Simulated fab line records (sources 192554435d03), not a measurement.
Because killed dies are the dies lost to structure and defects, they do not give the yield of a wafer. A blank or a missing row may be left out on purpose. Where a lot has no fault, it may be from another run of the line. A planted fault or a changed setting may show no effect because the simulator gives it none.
The tool behind it: which one? || flow n5-finfet || 9 lots, 27 wafers sampled, at 5 steps of a route of 1938

WHAT THE GAUGES READ, wafer by wafer
N5_BEOL_M4_RC_MEAS_101. Usual: DIBL_N 37.1 mV/V, standard deviation 2.6; DIBL_P 38 mV/V, standard deviation 3; IOFF_N 0.18 nA/um, standard deviation 0.052; IOFF_P 0.25 nA/um, standard deviation 0.06; ION_N 678 uA/um, standard deviation 15; ION_P 467 uA/um, standard deviation 8.6; SS_N 71.7 mV/dec, standard deviation 0.73; SS_P 73.7 mV/dec, standard deviation 0.89; VT_N 249 mV, standard deviation 4.3; VT_P -248 mV, standard deviation 3.8.
{"lot": "L491", "measured": "day 11 17:44", "on": "prober-01", "DIBL_N (mV/V)": "37.3 36.6 36.6", "DIBL_P (mV/V)": "39 36 38", "IOFF_N (nA/um)": "0.21 0.16 0.18", "IOFF_P (nA/um)": "0.29 0.23 0.29", "ION_N (uA/um)": "708 683 682", "ION_P (uA/um)": "478 467 476", "SS_N (mV/dec)": "71.3 72.1 70.9", "SS_P (mV/dec)": "74.5 73.8 74.0", "VT_N (mV)": "242 248 243", "VT_P (mV)": "-242 -246 -243", "flag": ""}
{"lot": "L493", "measured": "day 12 09:07", "on": "prober-02", "DIBL_N (mV/V)": "34.7 33.9 34.8", "DIBL_P (mV/V)": "34 33 35", "IOFF_N (nA/um)": "0.13 0.12 0.13", "IOFF_P (nA/um)": "0.22 0.19 0.23", "ION_N (uA/um)": "659 661 674", "ION_P (uA/um)": "464 461 475", "SS_N (mV/dec)": "71.6 71.3 71.1", "SS_P (mV/dec)": "73.4 72.3 72.6", "VT_N (mV)": "251 253 255", "VT_P (mV)": "-247 -251 -246", "flag": ""}
{"lot": "L496", "measured": "day 12 21:09", "on": "prober-02", "DIBL_N (mV/V)": "40.1 41.5 40.5", "DIBL_P (mV/V)": "41 40 39", "IOFF_N (nA/um)": "0.23 0.26 0.26", "IOFF_P (nA/um)": "0.33 0.32 0.30", "ION_N (uA/um)": "688 700 686", "ION_P (uA/um)": "477 475 470", "SS_N (mV/dec)": "71.7 73.2 71.8", "SS_P (mV/dec)": "74.0 74.5 74.3", "VT_N (mV)": "246 243 242", "VT_P (mV)": "-242 -243 -246", "flag": ""}
{"lot": "L497", "measured": "day 12 19:27", "on": "prober-01", "DIBL_N (mV/V)": "39.6 37.3 39.5", "DIBL_P (mV/V)": "41 38 40", "IOFF_N (nA/um)": "0.20 0.16 0.21", "IOFF_P (nA/um)": "0.31 0.21 0.27", "ION_N (uA/um)": "679 690 693", "ION_P (uA/um)": "463 469 471", "SS_N (mV/dec)": "72.1 71.5 72.2", "SS_P (mV/dec)": "75.1 73.7 73.5", "VT_N (mV)": "250 252 245", "VT_P (mV)": "-246 -249 -247", "flag": ""}
{"lot": "L498", "measured": "day 14 00:48", "on": "prober-02", "DIBL_N (mV/V)": "35.7 35.8 34.1", "DIBL_P (mV/V)": "36 39 35", "IOFF_N (nA/um)": "0.15 0.15 0.13", "IOFF_P (nA/um)": "0.21 0.27 0.20", "ION_N (uA/um)": "657 663 658", "ION_P (uA/um)": "456 469 461", "SS_N (mV/dec)": "70.7 71.8 71.4", "SS_P (mV/dec)": "73.2 73.0 72.5", "VT_N (mV)": "250 251 253", "VT_P (mV)": "-249 -248 -252", "flag": ""}
{"lot": "L499", "measured": "day 13 06:21", "on": "prober-02", "DIBL_N (mV/V)": "36.6 35.2 36.7", "DIBL_P (mV/V)": "37 37 37", "IOFF_N (nA/um)": "0.17 0.15 0.16", "IOFF_P (nA/um)": "0.21 0.21 0.21", "ION_N (uA/um)": "681 683 671", "ION_P (uA/um)": "462 474 460", "SS_N (mV/dec)": "72.2 71.9 71.5", "SS_P (mV/dec)": "73.4 73.5 73.6", "VT_N (mV)": "250 251 250", "VT_P (mV)": "-248 -249 -251", "flag": ""}
{"lot": "L500", "measured": "day 13 12:31", "on": "prober-02", "DIBL_N (mV/V)": "36.7 35.2 37.4", "DIBL_P (mV/V)": "38 37 39", "IOFF_N (nA/um)": "0.18 0.16 0.19", "IOFF_P (nA/um)": "0.25 0.24 0.26", "ION_N (uA/um)": "675 693 671", "ION_P (uA/um)": "469 476 461", "SS_N (mV/dec)": "71.2 70.9 71.9", "SS_P (mV/dec)": "73.2 74.2 74.3", "VT_N (mV)": "246 249 248", "VT_P (mV)": "-249 -247 -249", "flag": ""}
{"lot": "L509", "measured": "day 17 18:43", "on": "prober-01", "DIBL_N (mV/V)": "43.7 38.2 37.7", "DIBL_P (mV/V)": "45 38 37", "IOFF_N (nA/um)": "0.34 0.18 0.17", "IOFF_P (nA/um)": "0.39 0.24 0.23", "ION_N (uA/um)": "692 696 677", "ION_P (uA/um)": "472 478 467", "SS_N (mV/dec)": "73.6 71.0 71.5", "SS_P (mV/dec)": "75.9 73.4 74.3", "VT_N (mV)": "243 249 250", "VT_P (mV)": "-243 -248 -248", "flag": ""}
{"lot": "L510", "measured": "day 16 07:49", "on": "prober-02", "DIBL_N (mV/V)": "36.5 37.0 38.3", "DIBL_P (mV/V)": "39 39 41", "IOFF_N (nA/um)": "0.19 0.19 0.23", "IOFF_P (nA/um)": "0.26 0.26 0.30", "ION_N (uA/um)": "704 674 700", "ION_P (uA/um)": "484 462 477", "SS_N (mV/dec)": "71.2 72.0 71.3", "SS_P (mV/dec)": "74.6 73.8 74.7", "VT_N (mV)": "244 248 245", "VT_P (mV)": "-243 -248 -248", "flag": ""}

TOOL THAT RAN EACH LOT (tool first, then ch and the chambers of the sampled wafers, then the start)
{"lot": "L491", "N5_GATE_CUT_ETCH_19": "rie-diel-03 ch 0,1,2, day 5 08:28", "N5_GATE_CUT_CUT_ETCH_53": "rie-metal-02 ch 0,1, day 5 08:35", "N5_GATE_CUT_VAPOR_ETCH_49": "rie-metal-02 ch 0,1, day 5 08:47", "N5_MOL_CONTACT_COAG_COAT_58": "litho-track-02 ch 0, day 5 11:35"}
{"lot": "L493", "N5_GATE_CUT_ETCH_19": "rie-diel-06 ch 0,1,2, day 5 22:29", "N5_GATE_CUT_CUT_ETCH_53": "rie-metal-03 ch 0,1, day 5 23:48", "N5_GATE_CUT_VAPOR_ETCH_49": "rie-metal-03 ch 0,1, day 6 00:01", "N5_MOL_CONTACT_COAG_COAT_58": "litho-track-04 ch 0, day 6 03:07"}
{"lot": "L496", "N5_GATE_CUT_ETCH_19": "rie-diel-03 ch 1,2, day 6 16:44", "N5_GATE_CUT_CUT_ETCH_53": "rie-metal-03 ch 0,1, day 6 16:51", "N5_GATE_CUT_VAPOR_ETCH_49": "rie-metal-03 ch 0,1, day 6 17:04", "N5_MOL_CONTACT_COAG_COAT_58": "litho-track-04 ch 0, day 6 19:51"}
{"lot": "L497", "N5_GATE_CUT_ETCH_19": "rie-diel-02 ch 0,2,3, day 6 19:07", "N5_GATE_CUT_CUT_ETCH_53": "rie-metal-02 ch 0,1, day 6 19:14", "N5_GATE_CUT_VAPOR_ETCH_49": "rie-metal-02 ch 0,1, day 6 19:26", "N5_MOL_CONTACT_COAG_COAT_58": "litho-track-04 ch 0, day 6 22:14"}
{"lot": "L498", "N5_GATE_CUT_ETCH_19": "rie-diel-06 ch 1,2, day 7 00:53", "N5_GATE_CUT_CUT_ETCH_53": "rie-metal-02 ch 0, day 7 01:00", "N5_GATE_CUT_VAPOR_ETCH_49": "rie-metal-02 ch 0, day 7 01:13", "N5_MOL_CONTACT_COAG_COAT_58": "litho-track-04 ch 0, day 7 05:11"}
{"lot": "L499", "N5_GATE_CUT_ETCH_19": "rie-diel-03 ch 0,1,2, day 7 04:30", "N5_GATE_CUT_CUT_ETCH_53": "rie-metal-01 ch 0,1, day 7 04:37", "N5_GATE_CUT_VAPOR_ETCH_49": "rie-metal-01 ch 0,1, day 7 04:53", "N5_MOL_CONTACT_COAG_COAT_58": "litho-track-04 ch 0, day 7 07:47"}
{"lot": "L500", "N5_GATE_CUT_ETCH_19": "rie-diel-06 ch 0,2,3, day 7 11:11", "N5_GATE_CUT_CUT_ETCH_53": "rie-metal-02 ch 0,1, day 7 11:19", "N5_GATE_CUT_VAPOR_ETCH_49": "rie-metal-02 ch 0,1, day 7 11:31", "N5_MOL_CONTACT_COAG_COAT_58": "litho-track-02 ch 0, day 7 14:21"}
{"lot": "L509", "N5_GATE_CUT_ETCH_19": "rie-diel-06 ch 0,2,3, day 9 18:33", "N5_GATE_CUT_CUT_ETCH_53": "rie-metal-02 ch 1, day 9 18:41", "N5_GATE_CUT_VAPOR_ETCH_49": "rie-metal-02 ch 1, day 9 19:05", "N5_MOL_CONTACT_COAG_COAT_58": "litho-track-04 ch 0, day 9 21:56"}
{"lot": "L510", "N5_GATE_CUT_ETCH_19": "rie-diel-02 ch 0,1,3, day 9 23:31", "N5_GATE_CUT_CUT_ETCH_53": "rie-metal-02 ch 1, day 9 23:38", "N5_GATE_CUT_VAPOR_ETCH_49": "rie-metal-02 ch 1, day 10 00:03", "N5_MOL_CONTACT_COAG_COAT_58": "litho-track-04 ch 0, day 10 02:54"}
- N5_GATE_CUT_ETCH_19: etches SiNx in CH3F/O2, target depth 53.7 nm, time 76.7 s.
- N5_GATE_CUT_CUT_ETCH_53: etches W in SF6/Cl2, target depth 79.2 nm.
- N5_GATE_CUT_VAPOR_ETCH_49: etches TiAlC in BCl3/Cl2.
- N5_MOL_CONTACT_COAG_COAT_58: time 60 s, resist thk 10 nm.

AS READ BY THE TOOLS THEMSELVES (means over the sampled wafers that have a number; for cases with no such wafer, the mark the record gives instead)
N5_GATE_CUT_ETCH_19. Usual: drypump-motor-current-A 5.7 A, standard deviation 0.37; etch-rf-on-time-s 76.5 s, standard deviation 2.1; oes-product-au 0.70 a.u., standard deviation 0.075; rf-vpp-V 295 V, standard deviation 6.5; showerhead-plenum-p-Torr 2.02 Torr, standard deviation 0.065; throttle-valve-pct 16.24 %, standard deviation 0.26.
{"lot": "L491", "tool": "rie-diel-03", "drypump-motor-current-A (A)": 6.1, "etch-rf-on-time-s (s)": 74.3, "oes-product-au (a.u.)": 0.70, "rf-vpp-V (V)": 299, "showerhead-plenum-p-Torr (Torr)": 2.05, "throttle-valve-pct (%)": 16.22, "flag": ""}
{"lot": "L493", "tool": "rie-diel-06", "drypump-motor-current-A (A)": 5.6, "etch-rf-on-time-s (s)": 78.0, "oes-product-au (a.u.)": 0.69, "rf-vpp-V (V)": 290, "showerhead-plenum-p-Torr (Torr)": 2.05, "throttle-valve-pct (%)": 16.14, "flag": ""}
{"lot": "L496", "tool": "rie-diel-03", "drypump-motor-current-A (A)": 6.1, "etch-rf-on-time-s (s)": 75.4, "oes-product-au (a.u.)": 0.71, "rf-vpp-V (V)": 296, "showerhead-plenum-p-Torr (Torr)": 2.08, "throttle-valve-pct (%)": 16.26, "flag": ""}
{"lot": "L497", "tool": "rie-diel-02", "drypump-motor-current-A (A)": 5.8, "etch-rf-on-time-s (s)": 76.3, "oes-product-au (a.u.)": 0.63, "rf-vpp-V (V)": 296, "showerhead-plenum-p-Torr (Torr)": 1.98, "throttle-valve-pct (%)": 16.47, "flag": ""}
{"lot": "L498", "tool": "rie-diel-06", "drypump-motor-current-A (A)": 5.3, "etch-rf-on-time-s (s)": 78.7, "oes-product-au (a.u.)": 0.72, "rf-vpp-V (V)": 288, "showerhead-plenum-p-Torr (Torr)": 2.06, "throttle-valve-pct (%)": 16.12, "flag": ""}
{"lot": "L499", "tool": "rie-diel-03", "drypump-motor-current-A (A)": 6.0, "etch-rf-on-time-s (s)": 73.5, "oes-product-au (a.u.)": 0.70, "rf-vpp-V (V)": 300, "showerhead-plenum-p-Torr (Torr)": 2.05, "throttle-valve-pct (%)": 16.25, "flag": ""}
{"lot": "L500", "tool": "rie-diel-06", "drypump-motor-current-A (A)": 5.6, "etch-rf-on-time-s (s)": 77.3, "oes-product-au (a.u.)": 0.74, "rf-vpp-V (V)": 293, "showerhead-plenum-p-Torr (Torr)": 2.01, "throttle-valve-pct (%)": 16.09, "flag": ""}
{"lot": "L509", "tool": "rie-diel-06", "drypump-motor-current-A (A)": 5.6, "etch-rf-on-time-s (s)": 77.2, "oes-product-au (a.u.)": 0.73, "rf-vpp-V (V)": 292, "showerhead-plenum-p-Torr (Torr)": 2.01, "throttle-valve-pct (%)": 16.13, "flag": ""}
{"lot": "L510", "tool": "rie-diel-02", "drypump-motor-current-A (A)": 5.7, "etch-rf-on-time-s (s)": 76.4, "oes-product-au (a.u.)": 0.62, "rf-vpp-V (V)": 299, "showerhead-plenum-p-Torr (Torr)": 2.00, "throttle-valve-pct (%)": 16.42, "flag": ""}

N5_GATE_CUT_CUT_ETCH_53. Usual: drypump-motor-current-A 5.8 A, standard deviation 0.4; etch-rf-on-time-s 25.5 s, standard deviation 0.89; oes-product-au 0.63 a.u., standard deviation 0.077; throttle-valve-pct 28.9 %, standard deviation 0.32.
{"lot": "L491", "tool": "rie-metal-02", "drypump-motor-current-A (A)": 6.2, "etch-rf-on-time-s (s)": 26.3, "oes-product-au (a.u.)": 0.61, "throttle-valve-pct (%)": 29.3, "flag": ""}
{"lot": "L493", "tool": "rie-metal-03", "drypump-motor-current-A (A)": 5.7, "etch-rf-on-time-s (s)": 24.6, "oes-product-au (a.u.)": 0.72, "throttle-valve-pct (%)": 28.5, "flag": ""}
{"lot": "L496", "tool": "rie-metal-03", "drypump-motor-current-A (A)": 5.6, "etch-rf-on-time-s (s)": 25.7, "oes-product-au (a.u.)": 0.70, "throttle-valve-pct (%)": 28.6, "flag": ""}
{"lot": "L497", "tool": "rie-metal-02", "drypump-motor-current-A (A)": 6.0, "etch-rf-on-time-s (s)": 25.7, "oes-product-au (a.u.)": 0.59, "throttle-valve-pct (%)": 29.1, "flag": ""}
{"lot": "L498", "tool": "rie-metal-02", "drypump-motor-current-A (A)": 6.2, "etch-rf-on-time-s (s)": 26.6, "oes-product-au (a.u.)": 0.63, "throttle-valve-pct (%)": 29.4, "flag": ""}
{"lot": "L499", "tool": "rie-metal-01", "drypump-motor-current-A (A)": 5.3, "etch-rf-on-time-s (s)": 25.4, "oes-product-au (a.u.)": 0.68, "throttle-valve-pct (%)": 28.8, "flag": ""}
{"lot": "L500", "tool": "rie-metal-02", "drypump-motor-current-A (A)": 6.1, "etch-rf-on-time-s (s)": 25.6, "oes-product-au (a.u.)": 0.59, "throttle-valve-pct (%)": 29.1, "flag": ""}
{"lot": "L509", "tool": "rie-metal-02", "drypump-motor-current-A (A)": 6.0, "etch-rf-on-time-s (s)": 25.0, "oes-product-au (a.u.)": 0.55, "throttle-valve-pct (%)": 29.0, "flag": ""}
{"lot": "L510", "tool": "rie-metal-02", "drypump-motor-current-A (A)": 6.0, "etch-rf-on-time-s (s)": 25.2, "oes-product-au (a.u.)": 0.55, "throttle-valve-pct (%)": 29.0, "flag": ""}

N5_GATE_CUT_VAPOR_ETCH_49. Usual: drypump-motor-current-A 5.8 A, standard deviation 0.4; oes-product-au 0.70 a.u., standard deviation 0.079.
{"lot": "L491", "tool": "rie-metal-02", "drypump-motor-current-A (A)": 6.1, "oes-product-au (a.u.)": 0.68, "flag": ""}
{"lot": "L493", "tool": "rie-metal-03", "drypump-motor-current-A (A)": 5.7, "oes-product-au (a.u.)": 0.79, "flag": ""}
{"lot": "L496", "tool": "rie-metal-03", "drypump-motor-current-A (A)": 5.7, "oes-product-au (a.u.)": 0.77, "flag": ""}
{"lot": "L497", "tool": "rie-metal-02", "drypump-motor-current-A (A)": 6.0, "oes-product-au (a.u.)": 0.64, "flag": ""}
{"lot": "L498", "tool": "rie-metal-02", "drypump-motor-current-A (A)": 6.1, "oes-product-au (a.u.)": 0.71, "flag": ""}
{"lot": "L499", "tool": "rie-metal-01", "drypump-motor-current-A (A)": 5.3, "oes-product-au (a.u.)": 0.73, "flag": ""}
{"lot": "L500", "tool": "rie-metal-02", "drypump-motor-current-A (A)": 6.0, "oes-product-au (a.u.)": 0.64, "flag": ""}
{"lot": "L509", "tool": "rie-metal-02", "drypump-motor-current-A (A)": 6.0, "oes-product-au (a.u.)": 0.61, "flag": ""}
{"lot": "L510", "tool": "rie-metal-02", "drypump-motor-current-A (A)": 6.0, "oes-product-au (a.u.)": 0.61, "flag": ""}

N5_MOL_CONTACT_COAG_COAT_58. Usual: exhaust-pa 44.9 Pa, standard deviation 1; plate-temp-C 204.97 C, standard deviation 0.15; spin-speed-rpm 1500.0 rpm, standard deviation 0.97.
{"lot": "L491", "tool": "litho-track-02", "exhaust-pa (Pa)": 46.5, "plate-temp-C (C)": 204.86, "spin-speed-rpm (rpm)": 1498.2, "flag": ""}
{"lot": "L493", "tool": "litho-track-04", "exhaust-pa (Pa)": 44.1, "plate-temp-C (C)": 204.94, "spin-speed-rpm (rpm)": 1499.6, "flag": ""}
{"lot": "L496", "tool": "litho-track-04", "exhaust-pa (Pa)": 45.0, "plate-temp-C (C)": 205.06, "spin-speed-rpm (rpm)": 1499.8, "flag": ""}
{"lot": "L497", "tool": "litho-track-04", "exhaust-pa (Pa)": 45.6, "plate-temp-C (C)": 204.79, "spin-speed-rpm (rpm)": 1448.9, "flag": "OFF"}
{"lot": "L498", "tool": "litho-track-04", "exhaust-pa (Pa)": 45.7, "plate-temp-C (C)": 205.01, "spin-speed-rpm (rpm)": 1449.1, "flag": "OFF"}
{"lot": "L499", "tool": "litho-track-04", "exhaust-pa (Pa)": 45.6, "plate-temp-C (C)": 205.06, "spin-speed-rpm (rpm)": 1450.0, "flag": "OFF"}
{"lot": "L500", "tool": "litho-track-02", "exhaust-pa (Pa)": 44.5, "plate-temp-C (C)": 204.83, "spin-speed-rpm (rpm)": 1499.7, "flag": ""}
{"lot": "L509", "tool": "litho-track-04", "exhaust-pa (Pa)": 44.7, "plate-temp-C (C)": 204.82, "spin-speed-rpm (rpm)": 1500.9, "flag": ""}
{"lot": "L510", "tool": "litho-track-04", "exhaust-pa (Pa)": 44.3, "plate-temp-C (C)": 204.90, "spin-speed-rpm (rpm)": 1500.4, "flag": ""}

THE ANSWER, worked out from the rows above alone
Rule: lot off if the mean of its wafers having a number is beyond 3 standard deviations from the usual mean. A lot without any number at a reading at which 4 lots or more have one is off too. The other lots that the step has rows for count as sound. Order of review: gauges by route order, followed by the tools' own readings, for which a lot's mean as printed above is used. The first step at which some lot is off is used, and at that step the reading that is off furthest; a lot without a number counts as furthest.
Off, at N5_MOL_CONTACT_COAG_COAT_58 on spin-speed-rpm: L497, L498, L499.
If a tool, at that step or one of the process steps before it, ran each lot that is off and ran no sound lot following the first of them, it fits. None of those tried fits.

WHAT WAS PUT IN BY THE SIMULATOR
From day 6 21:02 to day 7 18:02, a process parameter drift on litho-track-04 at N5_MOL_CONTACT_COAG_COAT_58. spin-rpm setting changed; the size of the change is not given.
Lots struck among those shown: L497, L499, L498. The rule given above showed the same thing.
